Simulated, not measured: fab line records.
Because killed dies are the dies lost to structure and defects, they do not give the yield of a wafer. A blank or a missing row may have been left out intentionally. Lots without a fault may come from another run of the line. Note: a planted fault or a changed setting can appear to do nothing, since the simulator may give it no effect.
fab line records	flow n5Finfet
[record] lots = 7	wafers = 21
route steps=1938 shown BEOL_M3@957 BEOL_M5@1142 BEOL_M6@1224 BEOL_M7@1280
startH: start of the lot's first displayed wafer, in hours after the record's first day	waitH: hours since the lot's step before	" same as the row above	L1.1+2: a single row standing in for several wafers	- no value present, or no start provided	* or withheld: withheld	< > ~ a bound
route shown NAME@n: NAME is a module with steps in the file, n the number in the route of the first one	usual: mean/standard deviation of fault-free wafers	same: alike in all rows	chamber/n: place in a boat	sites: per-site readings	_std_site: standard deviation across them	_edge_site: inner sites' mean taken away from outer sites' mean	radiusMm: how far each site lies from the wafer's centre	mask NAME#n: copy n	behind: the last tool/chamber to shape the wafer	hold: cause of the lot's hold/its duration in hours/its outcome	device: names the non-switching transistor (n, p or np)	end of line: the route-end tests of the same wafers	for a step that has no rows: nothing shown but its recipe	killed: the dies lost at the first sort to structure and to defects; this is not the yield of the wafer	map: a wafer's dies, marking killed ones x, the rest . and places with no die _
set.NAME: setting as actually run; set.NAME@STEP: the setting as run at that earlier step	model.NAME: the simulator's own value behind a step, which no gauge read
lots run with intentionally changed settings; tables by step, rows by wafer
[[steps]]
[step N5_BEOL_M3_COAT_67]
[recipe] resist = SOC	tempC = 250	timeS = 60	spinRpm = 1500	resistThkNm = 60
lot.wafer	tool	chamber	startH	waitH	set.spinRpm	model.SOC_of_BEOL_M3_COAT_67.thkNm
L076.1	lithoTrack-05	0	153.07	0.0	1500	60
L076.5	"	0	"	"	1500	60.2
L076.6	"	0	"	"	1353	63.2
L080.4	lithoTrack-05	0	179.29	0.0	1353	63.4
L080.5+6	"	0	"	"	1500	60.2
L082.3+6	lithoTrack-02	0	193.07	0.0	1500	60.4
L082.4	"	0	"	"	1500	60.2
L083.3+4	lithoTrack-02	0	200.62	0.0	1500	60.4
L083.5	"	0	"	"	1500	60
L084.1+3+6	lithoTrack-02	0	206.18	0.0	1500	60.2
L085.1+3+6	lithoTrack-01	0	224.26	0.0	1500	60
L096.3	lithoTrack-01	0	292.00	0.0	1500	60.2
L096.5	"	0	"	"	1595	58.2
L096.6	"	0	"	"	1500	60
[step N5_BEOL_M3_COAT_22]
[recipe] resist = CAR-EUV	spinRpm = 1500	resistThkNm = 30
lot.wafer	tool	chamber	startH	waitH	set.spinRpm	model.CAR-EUV_of_BEOL_M3_COAT_22.thkNm
L076.1+6	lithoTrack-05	0	-	-	1500	30
L076.5	"	0	"	"	1500	30.2
L080.4+6	lithoTrack-05	0	-	-	1425	30.8
L080.5	"	0	"	"	1500	30
L082.3	lithoTrack-02	0	-	-	1500	30
L082.4	"	0	"	"	1595	29.2
L082.6	"	0	"	"	1500	30.2
L083.3+5	lithoTrack-02	0	-	-	1650	28.6
L083.4	"	0	"	"	1500	30
L084.1+3+6	lithoTrack-02	0	-	-	1500	30
L085.1+3+6	lithoTrack-01	0	-	-	1500	30
L096.3	lithoTrack-01	0	-	-	1500	30.2
L096.5	"	0	"	"	1630	29
L096.6	"	0	"	"	1630	28.8
[step N5_BEOL_M3_EBR_24]
[recipe] solvent = PGMEA	ebrWidthMm = 1.5
[step N5_BEOL_M3_SOFTBAKE_23]
[recipe] tempC = 110	timeS = 60	resist = CAR-EUV
[step N5_BEOL_M3_EXPOSE_25]
[recipe] maskId = V2	na = 0.33	sourceShape = quasar	sigmaInner = 0.2	sigmaOuter = 0.8	polarization = unpolarized	defocusNm = 5	doseMj = 63
[step N5_BEOL_M3_PEB_26]
[recipe] pebTempC = 100	pebTimeS = 60	resist = CAR-EUV
[step N5_BEOL_M3_DEVELOP_27]
[recipe] developTimeS = 30	developer = TMAH	resist = CAR-EUV	rinseLiquid = surfactantRinse	dry = airSpin	devTempC = 23
lot.wafer	tool	chamber	startH	waitH	set.spinRpm@BEOL_M3_COAT_22	model.CAR-EUV_of_BEOL_M3_COAT_22.thkNm
L076.1+5+6	lithoTrack-02	0	-	-	1500	29.6
L080.4+6	lithoTrack-02	0	-	-	1425	30.4
L080.5	"	0	"	"	1500	29.6
L082.3+6	lithoTrack-01	0	-	-	1500	29.6
L082.4	"	0	"	"	1595	28.6
L083.3+5	lithoTrack-05	0	-	-	1650	28.2
L083.4	"	0	"	"	1500	29.6
L084.1+3+6	lithoTrack-01	0	-	-	1500	29.6
L085.1+3+6	lithoTrack-02	0	-	-	1500	29.6
L096.3	lithoTrack-02	0	-	-	1500	29.6
L096.5	"	0	"	"	1630	28.6
L096.6	"	0	"	"	1630	28.4
[step N5_BEOL_M3_ALD_98]
[recipe] material = SiO2	targetThkA = 25	tempC = 100	aldPrecursorFamily = BDEAS	aldCoReactant = O2-plasma	pulseTimeS = 1	coReactantPulseTimeS = 1	purgeTimeS = 2	coReactantPurgeTimeS = 2	aldCycles = 17	pressureTorr = 2
[step N5_BEOL_M3_ETCHBACK_99]
[recipe] chemistry = CHF3	target = SiO2	targetDepthA = 50	timeS = 10.4	sourceW = 215	biasW = 47	Ar_flow_sccm = 200	CHF3_flow_sccm = 12	ionEnergyEv = 100	pressureMtorr = 30
[step N5_BEOL_M3_ETCH_70]
[recipe] chemistry = N2/H2	target = SOC	targetDepthA = 800	overetchA = 160	maskMaterial = SiARC	tempC = 40	timeS = 120	ionEnergyEv = 200	pressureMtorr = 30	sourceW = 840	biasW = 150	n2FlowSccm = 200	h2FlowSccm = 200
lot.wafer	tool	chamber	startH	waitH	set.spinRpm@BEOL_M3_COAT_67	model.etch.depthNm
L076.1	rieDiel-04	3	157.14	0.0	1500	60.02
L076.5	"	0	"	"	1500	60.15
L076.6	"	1	"	"	1353	63.22
L080.4	rieDiel-04	1	187.15	0.0	1353	63.46
L080.5	"	3	"	"	1500	60.17
L080.6	"	0	"	"	1500	60.12
L082.3	rieDiel-05	0	208.73	0.0	1500	60.4
L082.4	"	3	"	"	1500	60.22
L082.6	"	0	"	"	1500	60.38
L083.3	rieDiel-04	2	213.33	0.0	1500	60.37
L083.4	"	0	"	"	1500	60.38
L083.5	"	1	"	"	1500	60.07
L084.1	rieDiel-04	0	215.22	0.0	1500	60.18
L084.3	"	2	"	"	1500	60.16
L084.6	"	2	"	"	1500	60.26
L085.1	rieDiel-04	2	229.90	0.0	1500	60.08
L085.3	"	3	"	"	1500	60.01
L085.6	"	3	"	"	1500	60.06
L096.3	rieDiel-03	3	305.43	0.0	1500	60.11
L096.5	"	0	"	"	1595	58.15
L096.6	"	3	"	"	1500	59.98
[step N5_BEOL_M5_COAT_22]
[recipe] resist = CAR-EUV	spinRpm = 1500	resistThkNm = 30
lot.wafer	tool	chamber	startH	waitH	set.spinRpm	model.CAR-EUV_of_BEOL_M5_COAT_22.thkNm
L076.1+5+6	lithoTrack-01	0	-	-	1500	30
L080.4+5	lithoTrack-01	0	-	-	1575	29.2
L080.6	"	0	"	"	1575	29.4
L082.3+4	lithoTrack-02	0	-	-	1500	30
L082.6	"	0	"	"	1405	31
L083.3	lithoTrack-01	0	-	-	1664	28.6
L083.4	"	0	"	"	1664	28.4
L083.5	"	0	"	"	1500	30.2
L084.1	lithoTrack-01	0	-	-	1500	30
L084.3+6	"	0	"	"	1551	29.4
L085.1	lithoTrack-02	0	-	-	1500	29.8
L085.3+6	"	0	"	"	1500	30
L096.3+6	lithoTrack-02	0	-	-	1500	30
L096.5	"	0	"	"	1500	29.8
[step N5_BEOL_M5_EBR_24]
[recipe] solvent = PGMEA	ebrWidthMm = 1.5
[step N5_BEOL_M5_SOFTBAKE_23]
[recipe] tempC = 110	timeS = 60	resist = CAR-EUV
[step N5_BEOL_M5_EXPOSE_25]
[recipe] maskId = V4	na = 0.33	sourceShape = quasar	sigmaInner = 0.2	sigmaOuter = 0.6	polarization = unpolarized	defocusNm = 10	doseMj = 52.75
[step N5_BEOL_M5_PEB_26]
[recipe] pebTempC = 100	pebTimeS = 60	resist = CAR-EUV
[step N5_BEOL_M5_DEVELOP_27]
[recipe] developTimeS = 30	developer = TMAH	resist = CAR-EUV	rinseLiquid = surfactantRinse	dry = airSpin	devTempC = 23
lot.wafer	tool	chamber	startH	waitH	set.spinRpm@BEOL_M5_COAT_22	model.CAR-EUV_of_BEOL_M5_COAT_22.thkNm
L076.1+5+6	lithoTrack-02	0	-	-	1500	29.6
L080.4+5+6	lithoTrack-03	0	-	-	1575	28.8
L082.3+4	lithoTrack-01	0	-	-	1500	29.6
L082.6	"	0	"	"	1405	30.6
L083.3+4	lithoTrack-03	0	-	-	1664	28
L083.5	"	0	"	"	1500	29.6
L084.1	lithoTrack-01	0	-	-	1500	29.4
L084.3+6	"	0	"	"	1551	29
L085.1+3	lithoTrack-01	0	-	-	1500	29.4
L085.6	"	0	"	"	1500	29.6
L096.3+6	lithoTrack-01	0	-	-	1500	29.6
L096.5	"	0	"	"	1500	29.4
[step N5_BEOL_M5_TRENCH_ETCH_37]
[recipe] chemistry = C4F6/O2	targetDepthA = 716.52	target = SiCOH_lowk	timeS = 24.7	ionEnergyEv = 250	pressureMtorr = 30	sourceW = 345	biasW = 185	Ar_flow_sccm = 300	C4F6_flow_sccm = 10	O2_flow_sccm = 10
[usual] rfVppV = 666/4.1
lot.wafer	tool	chamber	startH	waitH	set.biasW	rfVppV
L076.1	rieDiel-03	3	-	-	185	673
L076.5	"	1	"	"	185	666
L076.6	"	0	"	"	185	667
L080.4	rieDiel-04	1	-	-	214	747
L080.5	"	0	"	"	214	750
L080.6	"	1	"	"	185	667
L082.3	rieDiel-04	0	-	-	164	608
L082.4	"	1	"	"	185	667
L082.6	"	1	"	"	164	606
L083.3	rieDiel-05	1	-	-	185	662
L083.4	"	0	"	"	206.2	722
L083.5	"	3	"	"	185	672
L084.1	rieDiel-04	3	-	-	185	658
L084.3	"	1	"	"	217.8	757
L084.6	"	3	"	"	217.8	750
L085.1	rieDiel-05	3	-	-	185	670
L085.3	"	1	"	"	185	660
L085.6	"	2	"	"	185	671
L096.3	rieDiel-03	3	-	-	185	673
L096.5	"	2	"	"	185	663
L096.6	"	3	"	"	185	674
[step N5_BEOL_M5_ETCH_41]
[recipe] chemistry = CH3F/O2	target = SiCN	targetDepthA = 315	taperDeg = 2	timeS = 56.7	ionEnergyEv = 120	maskMaterial = TiN	pressureMtorr = 30	sourceW = 395	biasW = 75	Ar_flow_sccm = 150	CH3F_flow_sccm = 30	O2_flow_sccm = 20
[usual] rfVppV = 297.5/1.3
lot.wafer	tool	chamber	startH	waitH	set.sourceW	rfVppV
L076.1	rieDiel-03	3	-	-	395	298.1
L076.5	"	1	"	"	435.6	285.1
L076.6	"	0	"	"	395	297.3
L080.4	rieDiel-04	1	-	-	395	297.7
L080.5	"	0	"	"	330.9	316.8
L080.6	"	1	"	"	395	297.4
L082.3	rieDiel-04	0	-	-	395	299.2
L082.4	"	1	"	"	395	294.2
L082.6	"	1	"	"	395	296.9
L083.3	rieDiel-05	1	-	-	395	298.4
L083.4	"	0	"	"	395	297.7
L083.5	"	3	"	"	395	301.0
L084.1	rieDiel-04	3	-	-	395	295.7
L084.3	"	1	"	"	395	296.9
L084.6	"	3	"	"	395	298.0
L085.1	rieDiel-05	3	-	-	395	299.8
L085.3	"	1	"	"	395	298.0
L085.6	"	2	"	"	395	297.9
L096.3	rieDiel-03	3	-	-	395	296.9
L096.5	"	2	"	"	395	296.9
L096.6	"	3	"	"	395	296.0
[step N5_BEOL_M6_EXPOSE_25]
[recipe] maskId = V5	na = 0.33	sourceShape = annular	sigmaInner = 0.4	sigmaOuter = 0.8	polarization = unpolarized	targetCdNm = 40	doseMj = 45
lot.wafer	tool	chamber	startH	waitH	mask	set.doseMj
L076.1+5	euvScanner-01	0	190.02	-	V5#0	45
L076.6	"	0	"	"	V5#0	42.66
L080.4	euvScanner-02	0	217.17	-	V5#0	45
L080.5+6	"	0	"	"	V5#0	43.46
L082.3+4+6	euvScanner-02	0	244.04	-	V5#0	45
L083.3	euvScanner-01	0	251.36	-	V5#0	45
L083.4+5	"	0	"	"	V5#0	46.62
L084.1+3	euvScanner-02	0	255.34	-	V5#0	45
L084.6	"	0	"	"	V5#0	43.97
L085.1+3+6	euvScanner-02	0	279.94	-	V5#0	45
L096.3+6	euvScanner-01	0	336.70	-	V5#0	46.86
L096.5	"	0	"	"	V5#0	45
[step N5_BEOL_M6_PEB_26]
[recipe] pebTempC = 100	pebTimeS = 60	resist = CAR-EUV
[step N5_BEOL_M6_DEVELOP_27]
[recipe] developTimeS = 30	developer = TMAH	resist = CAR-EUV	rinseLiquid = surfactantRinse	dry = airSpin	devTempC = 23
[step N5_BEOL_M6_CD_MEAS_28]
[recipe] targetCdNm = 40	landingEnergyEv = 500	detector = seInlens
[usual] cdNm = 40.01/0.23
lot.wafer	tool	chamber	startH	waitH	set.doseMj@BEOL_M6_EXPOSE_25	cdNm
L076.1	cdSem-03	0	190.15	-	45	39.89
L076.5	"	0	"	"	45	39.60
L076.6	"	0	"	"	42.66	38.36
L080.4	cdSem-01	0	217.28	-	45	40.16
L080.5	"	0	"	"	43.46	39.50
L080.6	"	0	"	"	43.46	39.59
L082.3	cdSem-02	0	244.16	-	45	40.04
L082.4	"	0	"	"	45	40.52
L082.6	"	0	"	"	45	39.93
L083.3	cdSem-01	0	251.48	-	45	40.36
L083.4	"	0	"	"	46.62	41.09
L083.5	"	0	"	"	46.62	41.18
L084.1	cdSem-03	0	255.48	-	45	39.96
L084.3	"	0	"	"	45	39.92
L084.6	"	0	"	"	43.97	39.97
L085.1	cdSem-01	0	280.08	-	45	39.98
L085.3	"	0	"	"	45	40.01
L085.6	"	0	"	"	45	39.66
L096.3	cdSem-01	0	336.82	-	46.86	40.69
L096.5	"	0	"	"	45	39.66
L096.6	"	0	"	"	46.86	41.16
[step N5_BEOL_M6_DESCUM_33]
[recipe] chemistry = O2	timeS = 7	sourcePowerW = 50	biasPowerW = 20	pressureMtorr = 20	rfFrequencyHz = 2.712e+07	tempC = 40	resist = CAR-EUV	o2FlowSccm = 225
lot.wafer	tool	chamber	startH	waitH	set.doseMj@BEOL_M6_EXPOSE_25	model.BEOL_M6.cdNm
L076.1	rieDiel-06	3	190.61	0.4	45	39.8
L076.5	"	2	"	"	45	40
L076.6	"	3	"	"	42.66	38.6
L080.4	rieDiel-06	2	217.42	0.0	45	40.2
L080.5+6	"	0,1	"	"	43.46	39.2
L082.3+4	rieDiel-06	0,2	244.28	0.0	45	40.2
L082.6	"	0	"	"	45	40
L083.3	rieDiel-02	3	251.62	0.1	45	40.2
L083.4	"	2	"	"	46.62	41
L083.5	"	1	"	"	46.62	41.2
L084.1	rieDiel-01	3	255.69	0.1	45	40.2
L084.3	"	2	"	"	45	40.4
L084.6	"	0	"	"	43.97	39.6
L085.1+3	rieDiel-02	1,0	280.20	0.0	45	40.2
L085.6	"	2	"	"	45	39.8
L096.3+6	rieDiel-01	3,2	336.94	0.0	46.86	40.8
L096.5	"	1	"	"	45	40
[step N5_BEOL_M6_ETCH_72]
[recipe] chemistry = N2/H2	target = underlayer	targetDepthA = 65	maskMaterial = CAR-EUV	timeS = 5.2	ionEnergyEv = 200	pressureMtorr = 30	sourceW = 840	biasW = 150	n2FlowSccm = 200	h2FlowSccm = 200	ends = cleared
[step N5_BEOL_M6_ETCH_65]
[recipe] chemistry = CF4	target = SiARC	targetDepthA = 156	maskMaterial = CAR-EUV	timeS = 26	ionEnergyEv = 80	pressureMtorr = 40	sourceW = 545	biasW = 36	Ar_flow_sccm = 100	cf4FlowSccm = 100	ends = cleared
lot.wafer	tool	chamber	startH	waitH	set.doseMj@BEOL_M6_EXPOSE_25	model.BEOL_M6.cdNm
L076.1+5	rieDiel-06	3,2	190.66	0.0	45	40
L076.6	"	3	"	"	42.66	38.6
L080.4	rieDiel-06	2	217.47	0.0	45	40.2
L080.5+6	"	0,1	"	"	43.46	39.2
L082.3+4+6	rieDiel-06	0,2,0	244.33	0.0	45	40.2
L083.3	rieDiel-02	3	251.68	0.0	45	40
L083.4	"	2	"	"	46.62	41
L083.5	"	1	"	"	46.62	41.2
L084.1+3	rieDiel-01	3,2	255.75	0.0	45	40.4
L084.6	"	0	"	"	43.97	39.6
L085.1	rieDiel-02	1	280.25	0.0	45	40.2
L085.3	"	0	"	"	45	40
L085.6	"	2	"	"	45	39.8
L096.3+6	rieDiel-01	3,2	336.99	0.0	46.86	40.8
L096.5	"	1	"	"	45	40.2
[step N5_BEOL_M6_ETCH_66]
[recipe] chemistry = N2/H2	target = SOC	targetDepthA = 800	overetchA = 160	maskMaterial = SiARC	tempC = 40	timeS = 120	ionEnergyEv = 200	pressureMtorr = 30	sourceW = 840	biasW = 150	n2FlowSccm = 200	h2FlowSccm = 200
[usual] rfVppV = 523.3/2.5
lot.wafer	tool	chamber	startH	waitH	set.biasW	set.doseMj@BEOL_M6_EXPOSE_25	rfVppV	model.SiARC_of_BEOL_M6_COAT_64.thkNm	model.BEOL_M6.cdNm
L076.1	rieDiel-06	3	190.69	0.0	128.3	45	471.5	7.6	39.8
L076.5	"	2	"	"	150	45	523.4	6.2	40.2
L076.6	"	3	"	"	150	42.66	520.0	6.4	38.6
L080.4	rieDiel-06	2	217.52	0.0	136.3	45	492.0	7	40.4
L080.5	"	0	"	"	150	43.46	527.6	6.4	39.2
L080.6	"	1	"	"	136.3	43.46	492.6	7.2	39
L082.3	rieDiel-06	0	244.36	0.0	133.1	45	491.3	7.2	40
L082.4	"	2	"	"	150	45	520.9	6.4	40.2
L082.6	"	0	"	"	133.1	45	489.2	7.2	40.2
L083.3	rieDiel-02	3	251.70	0.0	150	45	524.8	6.4	40.2
L083.4	"	2	"	"	150	46.62	522.1	6.4	41
L083.5	"	1	"	"	150	46.62	523.2	6.4	41.2
L084.1	rieDiel-01	3	255.77	0.0	163.8	45	552.6	5.6	40.4
L084.3	"	2	"	"	150	45	521.2	6.4	40.4
L084.6	"	0	"	"	163.8	43.97	551.6	5.8	39.6
L085.1	rieDiel-02	1	280.28	0.0	150	45	522.7	6.4	40.2
L085.3	"	0	"	"	150	45	525.7	6.2	40
L085.6	"	2	"	"	150	45	520.4	6.4	39.8
L096.3	rieDiel-01	3	337.02	0.0	161.5	46.86	546.7	5.8	40.8
L096.5	"	1	"	"	150	45	522.5	6.4	40
L096.6	"	2	"	"	150	46.86	520.6	6.4	40.8
[step N5_BEOL_M6_STRIP_69]
[recipe] chemistry = N2/H2	tempC = 40	n2FlowSccm = 200	h2FlowSccm = 200	rfFrequencyHz = 6e+07
[step N5_BEOL_M6_STRIP_73]
[recipe] chemistry = N2/H2	tempC = 40	n2FlowSccm = 200	h2FlowSccm = 200	rfFrequencyHz = 6e+07
[step N5_BEOL_M6_VIA_ETCH_34]
[recipe] chemistry = C4F6/O2	target = SiCOH_lowk	targetDepthA = 1263	maskMaterial = SOC	taperDeg = 4	timeS = 50.9	ionEnergyEv = 250	pressureMtorr = 30	sourceW = 345	biasW = 185	Ar_flow_sccm = 300	C4F6_flow_sccm = 10	O2_flow_sccm = 10
lot.wafer	tool	chamber	startH	waitH	set.doseMj@BEOL_M6_EXPOSE_25	model.BEOL_M6.cdNm
L076.1	rieDiel-06	3	190.79	0.0	45	40
L076.5	"	2	"	"	45	40.2
L076.6	"	3	"	"	42.66	38.6
L080.4	rieDiel-06	2	217.60	0.0	45	40.2
L080.5	"	0	"	"	43.46	39.2
L080.6	"	1	"	"	43.46	39
L082.3	rieDiel-06	0	244.46	0.0	45	40
L082.4+6	"	2,0	"	"	45	40.2
L083.3	rieDiel-02	3	251.80	0.0	45	40.2
L083.4	"	2	"	"	46.62	41
L083.5	"	1	"	"	46.62	41.4
L084.1	rieDiel-01	3	255.87	0.0	45	40.4
L084.3	"	2	"	"	45	40.6
L084.6	"	0	"	"	43.97	39.6
L085.1	rieDiel-02	1	280.38	0.0	45	40.4
L085.3+6	"	0,2	"	"	45	40
L096.3	rieDiel-01	3	337.12	0.0	46.86	40.6
L096.5	"	1	"	"	45	40
L096.6	"	2	"	"	46.86	41
[step N5_BEOL_M7_ETCH_61]
[recipe] chemistry = CF4	target = SiARC	targetDepthA = 455	maskMaterial = CAR-ArF	timeS = 75.8	ionEnergyEv = 80	pressureMtorr = 40	sourceW = 545	biasW = 36	Ar_flow_sccm = 100	cf4FlowSccm = 100	ends = cleared
[usual] etchRfOnTimeS = 75.5/1.3	rfVppV = 184.2/1
lot.wafer	tool	chamber	startH	waitH	set.sourceW	etchRfOnTimeS	rfVppV
L076.1	rieDiel-03	2	197.00	0.0	545	74.1	183.6
L076.5	"	2	"	"	545	75.3	184.3
L076.6	"	1	"	"	545	73.4	183.6
L080.4	rieDiel-03	1	223.23	0.0	545	73.0	183.8
L080.5	"	2	"	"	545	73.3	184.9
L080.6	"	1	"	"	448.5	87.1	196.5
L082.3	rieDiel-05	0	250.59	0.0	545	75.9	185.0
L082.4	"	1	"	"	545	76.4	185.1
L082.6	"	1	"	"	545	76.5	184.6
L083.3	rieDiel-05	1	256.76	0.0	545	76.3	185.7
L083.4	"	0	"	"	605	69.6	177.5
L083.5	"	3	"	"	545	74.5	184.9
L084.1	rieDiel-03	3	262.14	0.0	545	75.2	184.0
L084.3	"	2	"	"	545	73.8	184.4
L084.6	"	0	"	"	600.5	68.1	179.4
L085.1	rieDiel-05	1	287.36	0.0	545	75.4	184.2
L085.3	"	2	"	"	545	76.6	185.3
L085.6	"	0	"	"	545	75.4	184.4
L096.3	rieDiel-03	1	343.05	0.0	545	74.1	183.6
L096.5	"	0	"	"	545	75.9	184.3
L096.6	"	1	"	"	471.6	85.0	192.3
[[key]]
[split] step = N5_BEOL_M3_COAT_67	setting = spinRpm	stated = 1500	by = wafer
[response] step = N5_BEOL_M3_COAT_67	reading = model.SOC_of_BEOL_M3_COAT_67.thkNm	change = -0.318	per = 1%	r = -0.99
[response] step = N5_BEOL_M3_ETCH_70	reading = model.etch.depthNm	change = -0.324	per = 1%	r = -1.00
[split] step = N5_BEOL_M3_COAT_22	setting = spinRpm	stated = 1500	by = wafer
[response] step = N5_BEOL_M3_COAT_22	reading = model.CAR-EUV_of_BEOL_M3_COAT_22.thkNm	change = -0.146	per = 1%	r = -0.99
[response] step = N5_BEOL_M3_DEVELOP_27	reading = model.CAR-EUV_of_BEOL_M3_COAT_22.thkNm	change = -0.141	per = 1%	r = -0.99
[split] step = N5_BEOL_M5_COAT_22	setting = spinRpm	stated = 1500	by = wafer
[response] step = N5_BEOL_M5_COAT_22	reading = model.CAR-EUV_of_BEOL_M5_COAT_22.thkNm	change = -0.157	per = 1%	r = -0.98
[response] step = N5_BEOL_M5_DEVELOP_27	reading = model.CAR-EUV_of_BEOL_M5_COAT_22.thkNm	change = -0.147	per = 1%	r = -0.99
[split] step = N5_BEOL_M5_TRENCH_ETCH_37	setting = biasW	stated = 185	by = wafer
[response] step = N5_BEOL_M5_TRENCH_ETCH_37	reading = rfVppV	change = +5.24	per = 1%	r = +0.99
[split] step = N5_BEOL_M5_ETCH_41	setting = sourceW	stated = 395	by = wafer
[response] step = N5_BEOL_M5_ETCH_41	reading = rfVppV	change = -1.2	per = 1%	r = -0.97
[split] step = N5_BEOL_M6_EXPOSE_25	setting = doseMj	stated = 45	by = wafer
[response] step = N5_BEOL_M6_CD_MEAS_28	reading = cdNm	change = +0.234	per = 1%	r = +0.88
[response] step = N5_BEOL_M6_DESCUM_33	reading = model.BEOL_M6.cdNm	change = +0.248	per = 1%	r = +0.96
[response] step = N5_BEOL_M6_ETCH_65	reading = model.BEOL_M6.cdNm	change = +0.256	per = 1%	r = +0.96
[response] step = N5_BEOL_M6_ETCH_66	reading = model.BEOL_M6.cdNm	change = +0.272	per = 1%	r = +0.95
[response] step = N5_BEOL_M6_VIA_ETCH_34	reading = model.BEOL_M6.cdNm	change = +0.277	per = 1%	r = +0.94
[split] step = N5_BEOL_M6_ETCH_66	setting = biasW	stated = 150	by = wafer
[response] step = N5_BEOL_M6_ETCH_66	reading = rfVppV	change = +3.32	per = 1%	r = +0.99
[response] step = N5_BEOL_M6_ETCH_66	reading = model.SiARC_of_BEOL_M6_COAT_64.thkNm	change = -0.0804	per = 1%	r = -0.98
[split] step = N5_BEOL_M7_ETCH_61	setting = sourceW	stated = 545	by = wafer
[response] step = N5_BEOL_M7_ETCH_61	reading = etchRfOnTimeS	change = *	per = 1%	r = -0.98
[response] step = N5_BEOL_M7_ETCH_61	reading = rfVppV	change = -0.644	per = 1%	r = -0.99
